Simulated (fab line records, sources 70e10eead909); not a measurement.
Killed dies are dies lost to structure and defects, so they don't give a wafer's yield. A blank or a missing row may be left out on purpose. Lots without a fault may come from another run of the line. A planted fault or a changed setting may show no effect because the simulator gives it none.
A struck lot beside a sound one | flow nand_harc | 14 steps out of a route of 1302
Sound: wafers L246.2, L246.4, L246.5. Struck: wafers L252.1, L252.4, L252.6. The cause comes at the end.
At each step with rows: each side's tool, then ch and its chambers, then its first start. Under that, the readings that differ: sound wafers | struck wafers | difference of the means | sigmas: that difference in standard deviations of wafers without a fault.
alike: readings whose means differ by less than 2 such deviations, and words and numbers that are the same on both sides. not compared: withheld readings, readings that some wafer has no value for, bounds like >300 that may hide the same value, and numbers for which the record gives no deviation and whose values overlap.
The two part at a step that has a row with sigmas, a row that says differs or no value, or rows on one side only. Numbers that don't overlap but have no deviation are shown without sigmas and don't part them. A reading that every wafer of one side lacks parts them only if that side has two wafers or more.

NHARC_A_ONON_D1_THK_MEAS_30: measures by ellipsometry.
  sound on film_metro-02, day 9 06:09; struck on film_metro-02, day 11 19:06
  reading     | sound       | struck         | difference | sigmas
  thk_nm (nm) | 989 988 990 | 1013 1014 1011 | +24        | +2
NHARC_A_ONON_D1_DEP_33: deposits SiO2, target thk 200 nm.
  sound on pecvd-01 ch 0,1, day 9 06:12; struck on pecvd-03 ch 0,1, day 11 19:10
  alike: heater_power_w, rf_fwd_power_W, throttle_valve_pct
NHARC_A_ONON_D1_THK_MEAS_34: measures by ellipsometry.
  sound on film_metro-01, day 9 06:37; struck on film_metro-01, day 11 19:34
  alike: thk_nm
NHARC_A_ONON_D1_INSPECT_32:
  sound on defect_inspect-01, day 9 06:42; struck on defect_inspect-02, day 11 19:38
  alike: raw_defect_count
NHARC_A_CHANNEL_HOLE_D1_DEP_00: deposits aC, target thk 3100 nm.
  sound on acl_dep-03 ch 0, day 9 13:42; struck on acl_dep-03 ch 0, day 11 20:46
  alike: throttle_valve_pct
NHARC_A_CHANNEL_HOLE_D1_DEP_01: deposits SiON, target thk 140 nm.
  sound on pecvd-04 ch 0,2, day 9 15:22; struck on pecvd-03 ch 0,1,2, day 11 22:41
  reading            | sound             | struck            | difference | sigmas
  rf_fwd_power_W (W) | 349.2 349.2 349.4 | 346.7 346.4 347.9 | -2.3       | -2
  alike: heater_power_w
then, 5 steps without rows for these wafers: NHARC_A_CHANNEL_HOLE_D1_DEHYDRATE_02 (time 120 s); NHARC_A_CHANNEL_HOLE_D1_HMDS_03 (time 30 s); NHARC_A_CHANNEL_HOLE_D1_COAT_36 (time 75 s); NHARC_A_CHANNEL_HOLE_D1_COAT_37 (time 65 s); NHARC_A_CHANNEL_HOLE_D1_COAT_04 (resist thk 90 nm).
NHARC_A_CHANNEL_HOLE_D1_SOFTBAKE_05: time 55 s.
  sound on litho_track-06 ch 0, day 9 15:00; struck on litho_track-06 ch 0, day 11 22:00
  reading                  | sound                | struck               | difference | sigmas
  heater_power_total_W (W) | 188.42 188.59 188.61 | 323.67 322.99 323.34 | +134.79    | +99 or more
then, 2 steps without rows for these wafers: NHARC_A_CHANNEL_HOLE_D1_EBR_06; NHARC_END_SORT_01.

WHERE THEY PART
First at NHARC_A_ONON_D1_THK_MEAS_30; last, within this record, at NHARC_A_CHANNEL_HOLE_D1_SOFTBAKE_05.

WHY: what the simulator had put in
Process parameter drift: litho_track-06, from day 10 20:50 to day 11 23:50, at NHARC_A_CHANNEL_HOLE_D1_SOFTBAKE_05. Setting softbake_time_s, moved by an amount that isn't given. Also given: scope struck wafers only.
